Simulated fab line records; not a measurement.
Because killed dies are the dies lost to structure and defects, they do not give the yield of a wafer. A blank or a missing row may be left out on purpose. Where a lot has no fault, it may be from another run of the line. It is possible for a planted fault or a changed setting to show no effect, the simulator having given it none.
The tool behind it: which one?	flow n5 finfet	Sampling: 9 lots, 26 wafers, 2 of 1938 route steps

== WHAT THE GAUGES READ, wafer by wafer ==
N5_HKMG_FIN_CD_MEAS_49 targets a cd of 202 nm.
lot	measured	on	cd nm (nm)
L951	day 4 05:17	cd sem-03	202.0 201.6 201.4
L952	day 4 15:33	cd sem-01	201.6 201.7 202.1
L960	day 6 11:11	cd sem-01	201.6 201.5 201.3
L961	day 6 14:55	cd sem-01	201.8 202.3 201.7
L963	day 7 01:28	cd sem-03	200.5 201.5 199.2
L967	day 8 02:08	cd sem-03	201.1 199.9
L972	day 9 08:43	cd sem-02	201.7 201.5 202.2
L973	day 9 17:03	cd sem-02	201.1 201.5 200.4
L974	day 10 01:28	cd sem-01	202.3 201.4 201.0

== WHICH TOOL RAN EACH LOT (tool, then ch and the chambers of the sampled wafers, then the start) ==
lot	N5_HKMG_FIN_PEB_47
L951	litho track-05 ch 0, day 4 05:13
L952	litho track-03 ch 0, day 4 15:29
L960	litho track-03 ch 0, day 6 11:07
L961	litho track-03 ch 0, day 6 14:51
L963	litho track-03 ch 0, day 7 01:23
L967	litho track-03 ch 0, day 8 02:04
L972	litho track-05 ch 0, day 9 08:39
L973	litho track-04 ch 0, day 9 16:59
L974	litho track-05 ch 0, day 10 01:23
- N5_HKMG_FIN_PEB_47: peb time 60 s.

== THE ANSWER, worked out from the rows above alone ==
Rule: what is usual is taken from the lots themselves. The widest of any qualifying gaps counts: lots, ordered by their means at a reading, are off when they make up no more than a third of the lots, leave a main group of 4 or more, and stand apart from it by 3 or more times the standard deviation of that group's means. Not used: any main group whose means are identical at the precision the tables above print for the reading. Also off: a lot with no number at a reading for which 4 or more lots have one. The other lots that the step has rows for count as sound.
No lot is off on any of the readings shown, so nothing can be concluded from this.

== WHAT THE SIMULATOR PUT IN ==
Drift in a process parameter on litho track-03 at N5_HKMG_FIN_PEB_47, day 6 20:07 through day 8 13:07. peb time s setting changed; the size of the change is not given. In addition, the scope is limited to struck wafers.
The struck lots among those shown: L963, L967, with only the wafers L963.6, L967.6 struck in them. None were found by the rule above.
